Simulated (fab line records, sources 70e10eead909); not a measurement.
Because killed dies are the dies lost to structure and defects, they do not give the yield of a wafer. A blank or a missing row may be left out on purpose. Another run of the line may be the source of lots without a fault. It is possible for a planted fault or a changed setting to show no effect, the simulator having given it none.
Which tool is to blame?	flow nand-harc	14 lots with 42 wafers sampled at 5 steps, on a route of 1302 steps

## WHAT EACH GAUGE READ, for each wafer
NHARC_A_CHANNEL_HOLE_D1_CD_MEAS_18.
lot	measured	on	cd-nm (nm)
L347	day 9 04:44	cd-sem-01	99.3 98.2 101.2
L349	day 9 19:03	cd-sem-02	96.2 97.3 99.8
L348	day 9 19:55	cd-sem-02	97.8 100.1 99.2
L350	day 10 08:23	cd-sem-02	100.1 98.6 100.4
L352	day 10 23:00	cd-sem-02	98.9 98.7 99.1
L351	day 11 00:02	cd-sem-02	100.2 99.8 100.8
L355	day 12 12:50	cd-sem-01	98.3 97.4 97.8
L357	day 13 05:32	cd-sem-02	97.9 99.8 99.2
L362	day 15 13:27	cd-sem-02	98.1 98.0 100.8
L363	day 15 19:00	cd-sem-01	98.4 96.7 98.4
L366	day 16 16:36	cd-sem-02	96.0 96.4 98.5
L367	day 17 08:28	cd-sem-01	95.0 97.1 96.0
L368	day 18 00:34	cd-sem-03	97.6 98.7 98.4
L369	day 18 14:37	cd-sem-01	99.9 99.5 98.7

NHARC_A_CHANNEL_HOLE_D1_CD_MEAS_30.
lot	measured	on	cd-nm (nm)
L347	day 9 10:41	cd-sem-03	91.2 89.6 91.4
L349	day 10 05:51	cd-sem-03	90.5 90.4 90.0
L348	day 10 03:31	cd-sem-02	90.3 90.3 90.5
L350	day 10 14:10	cd-sem-03	89.8 89.5 89.3
L352	day 11 04:35	cd-sem-01	89.9 89.9 90.7
L351	day 11 08:07	cd-sem-02	90.3 89.7 91.0
L355	day 12 19:08	cd-sem-02	90.1 89.0 89.5
L357	day 13 12:54	cd-sem-03	91.7 90.6 90.6
L362	day 15 20:02	cd-sem-03	1.1 -0.3 1.3
L363	day 16 03:59	cd-sem-03	0.3 1.8 0.1
L366	day 16 22:14	cd-sem-02	90.9 88.8 89.8
L367	day 17 15:31	cd-sem-03	91.1 89.5 88.7
L368	day 18 08:12	cd-sem-01	92.5 91.6 91.1
L369	day 18 20:13	cd-sem-02	90.6 88.7 91.1

## WHAT TOOL EACH LOT RAN ON (gives the tool, then ch and the chambers of the sampled wafers, and finally the start)
lot	NHARC_A_CHANNEL_HOLE_D1_ETCH_34	NHARC_A_CHANNEL_HOLE_D1_ETCH_20	NHARC_A_CHANNEL_HOLE_D1_ETCH_25
L347	rie-diel-12 ch 0,1,2, day 9 04:44 or earlier	har-etch-01 ch 0,1, day 9 05:17	har-etch-01 ch 0,1, day 9 08:04
L349	rie-diel-12 ch 1,2,3, day 9 19:03 or earlier	har-etch-02 ch 0, day 9 20:20	har-etch-02 ch 0, day 10 01:55
L348	rie-diel-12 ch 0,1, day 9 19:55 or earlier	har-etch-01 ch 0,1, day 9 22:04	har-etch-01 ch 0,1, day 10 00:52
L350	rie-diel-03 ch 0,3, day 10 08:23 or earlier	har-etch-01 ch 0,1, day 10 08:34	har-etch-01 ch 0,1, day 10 11:21
L352	rie-diel-06 ch 0,2,3, day 10 23:00 or earlier	har-etch-02 ch 0,1, day 10 23:20	har-etch-02 ch 0,1, day 11 02:24
L351	rie-diel-12 ch 0,1,2, day 11 00:02 or earlier	har-etch-01 ch 0,1, day 11 02:48	har-etch-01 ch 0,1, day 11 05:47
L355	rie-diel-03 ch 0,3, day 12 12:50 or earlier	har-etch-01 ch 0, day 12 13:45	har-etch-01 ch 0, day 12 16:38
L357	rie-diel-12 ch 0,1,3, day 13 05:32 or earlier	har-etch-02 ch 0, day 13 07:23	har-etch-02 ch 0, day 13 10:16
L362	rie-diel-12 ch 1,2,3, day 15 13:27 or earlier	har-etch-01 ch 0,1, day 15 14:38	har-etch-01 ch 0,1, day 15 17:25
L363	rie-diel-03 ch 2,3, day 15 19:00 or earlier	har-etch-01 ch 0,1, day 15 22:40	har-etch-01 ch 0,1, day 16 01:39
L366	rie-diel-03 ch 1,2, day 16 16:36 or earlier	har-etch-01 ch 0,1, day 16 16:53	har-etch-01 ch 0,1, day 16 19:53
L367	rie-diel-12 ch 2,3, day 17 08:28 or earlier	har-etch-02 ch 0,1, day 17 10:07	har-etch-02 ch 0,1, day 17 12:53
L368	rie-diel-12 ch 1,2,3, day 18 00:34 or earlier	har-etch-02 ch 0, day 18 02:48	har-etch-02 ch 0, day 18 05:35
L369	rie-diel-12 ch 0,2, day 18 14:37 or earlier	har-etch-01 ch 0,1, day 18 14:48	har-etch-01 ch 0,1, day 18 17:35
- NHARC_A_CHANNEL_HOLE_D1_ETCH_34: etches the open film in CF4/CHF3, target depth 154 nm, time 77 s.
- NHARC_A_CHANNEL_HOLE_D1_ETCH_20: etches the open film in C4F8/O2/Ar, time 361.9 s, target depth 1600 nm.
- NHARC_A_CHANNEL_HOLE_D1_ETCH_25: etches the open film in C4F8/O2/Ar, time 1040.2 s, target depth 1500 nm.

## WHAT THE TOOLS THEMSELVES READ (means of the sampled wafers that have a number; where no wafer has one, the mark that the record gives instead)
NHARC_A_CHANNEL_HOLE_D1_ETCH_34.
lot	tool	bias-w (W)	cf4-flow-sccm (sccm)	drypump-motor-current-A (A)	oes-product-au (a.u.)	rf-vpp-V (V)	showerhead-plenum-p-Torr (Torr)	throttle-valve-pct (%)
L347	rie-diel-12	200.4	100.0	5.5	0.912	371.8	1.62	16.800
L349	rie-diel-12	199.6	99.5	5.4	0.933	371.3	1.61	16.803
L348	rie-diel-12	200.4	100.0	5.4	0.927	372.2	1.62	16.809
L350	rie-diel-03	199.5	99.9	5.7	0.921	370.2	1.55	16.796
L352	rie-diel-06	200.0	99.7	5.7	0.927	370.0	1.55	16.804
L351	rie-diel-12	200.1	100.1	5.5	0.928	371.9	1.61	16.802
L355	rie-diel-03	199.9	99.6	5.7	0.952	370.2	1.55	16.810
L357	rie-diel-12	200.2	99.7	5.6	0.959	372.9	1.63	16.792
L362	rie-diel-12	199.8	100.1	5.4	0.922	372.0	1.60	16.816
L363	rie-diel-03	200.1	99.8	5.9	0.963	369.1	1.52	16.800
L366	rie-diel-03	199.3	100.2	5.8	0.971	369.3	1.53	16.800
L367	rie-diel-12	200.1	100.0	5.7	0.940	371.8	1.62	16.797
L368	rie-diel-12	200.7	99.8	5.4	0.920	371.1	1.60	16.811
L369	rie-diel-12	199.7	99.9	5.7	0.952	372.3	1.63	16.791

NHARC_A_CHANNEL_HOLE_D1_ETCH_20.
lot	tool	c4f8-flow-sccm (sccm)	chamber-pressure-mTorr (mTorr)	drypump-motor-current-A (A)	o2-flow-sccm (sccm)	showerhead-plenum-p-Torr (Torr)	throttle-valve-pct (%)
L347	har-etch-01	89.41	20.003	5.49	35.65	3.70	32.159
L349	har-etch-02	88.91	20.007	5.99	35.75	3.69	32.151
L348	har-etch-01	89.11	20.001	5.50	35.68	3.69	32.144
L350	har-etch-01	88.90	19.999	5.52	35.73	3.69	32.161
L352	har-etch-02	89.32	20.015	5.70	35.62	3.73	32.150
L351	har-etch-01	88.99	19.986	5.52	35.73	3.68	32.144
L355	har-etch-01	89.08	19.996	5.86	35.75	3.62	32.146
L357	har-etch-02	89.35	19.997	5.99	35.77	3.66	32.162
L362	har-etch-01	-	-	-	-	-	-
L363	har-etch-01	-	-	-	-	-	-
L366	har-etch-01	89.12	20.010	5.53	35.75	3.64	32.151
L367	har-etch-02	89.37	20.006	5.71	35.73	3.69	32.164
L368	har-etch-02	89.68	20.007	5.99	35.78	3.63	32.143
L369	har-etch-01	89.29	19.988	5.52	35.68	3.62	32.158

NHARC_A_CHANNEL_HOLE_D1_ETCH_25.
lot	tool	c4f8-flow-sccm (sccm)	chamber-pressure-mTorr (mTorr)	drypump-motor-current-A (A)	o2-flow-sccm (sccm)	showerhead-plenum-p-Torr (Torr)	throttle-valve-pct (%)
L347	har-etch-01	93.82	20.005	5.52	31.22	3.69	32.226
L349	har-etch-02	93.66	19.989	5.99	31.30	3.69	32.241
L348	har-etch-01	94.09	20.010	5.49	31.15	3.69	32.229
L350	har-etch-01	93.88	20.000	5.50	31.25	3.68	32.236
L352	har-etch-02	93.80	20.001	5.71	31.22	3.72	32.238
L351	har-etch-01	94.06	20.011	5.51	31.13	3.67	32.231
L355	har-etch-01	93.67	19.986	5.86	31.22	3.61	32.235
L357	har-etch-02	93.96	20.013	5.98	31.16	3.66	32.235
L362	har-etch-01	93.76	20.003	5.53	31.21	3.64	32.221
L363	har-etch-01	93.67	20.008	5.68	31.15	3.62	32.237
L366	har-etch-01	93.52	19.980	5.51	31.24	3.63	32.231
L367	har-etch-02	93.68	20.009	5.68	31.23	3.68	32.239
L368	har-etch-02	94.10	19.982	5.99	31.09	3.63	32.237
L369	har-etch-01	93.67	20.010	5.51	31.25	3.61	32.235

## THE ANSWER, worked out from the rows above alone
Rule: the lots themselves supply what counts as usual. The widest of any qualifying gaps counts: lots, ordered by their means at a reading, are off when they make up no more than a third of the lots, leave a main group of 4 or more, and stand apart from it by 3 or more times the standard deviation of that group's means. A main group is skipped when, at the precision printed for the reading in the tables above, its means are all equal. A lot without any number at a reading at which 4 lots or more have one is off too. Any other lot the step has rows for is counted as sound. First the gauges in route order, then the tools' own readings, where a lot's mean is used as printed above. The first step at which some lot is off is used, and at that step the reading that is off furthest; a lot without a number counts as furthest.
Off, at NHARC_A_CHANNEL_HOLE_D1_CD_MEAS_30 on cd-nm: L362, L363. Main group: mean 90.3 nm, sd 0.61.
If a tool, at a process step before that reading, ran all the lots that are off and no sound lot after the first of them, it fits. The gauges at NHARC_A_CHANNEL_HOLE_D1_CD_MEAS_30 aren't tried: what is off there is off at NHARC_A_CHANNEL_HOLE_D1_ETCH_20 too, on other tools, and a gauge's error can't cause that. Because NHARC_A_CHANNEL_HOLE_D1_ETCH_34 lacks a start for some lots, the hours and order of its lots are taken from NHARC_A_CHANNEL_HOLE_D1_CD_MEAS_18. No candidate that was tried fits.

## WHAT WAS PUT IN BY THE SIMULATOR
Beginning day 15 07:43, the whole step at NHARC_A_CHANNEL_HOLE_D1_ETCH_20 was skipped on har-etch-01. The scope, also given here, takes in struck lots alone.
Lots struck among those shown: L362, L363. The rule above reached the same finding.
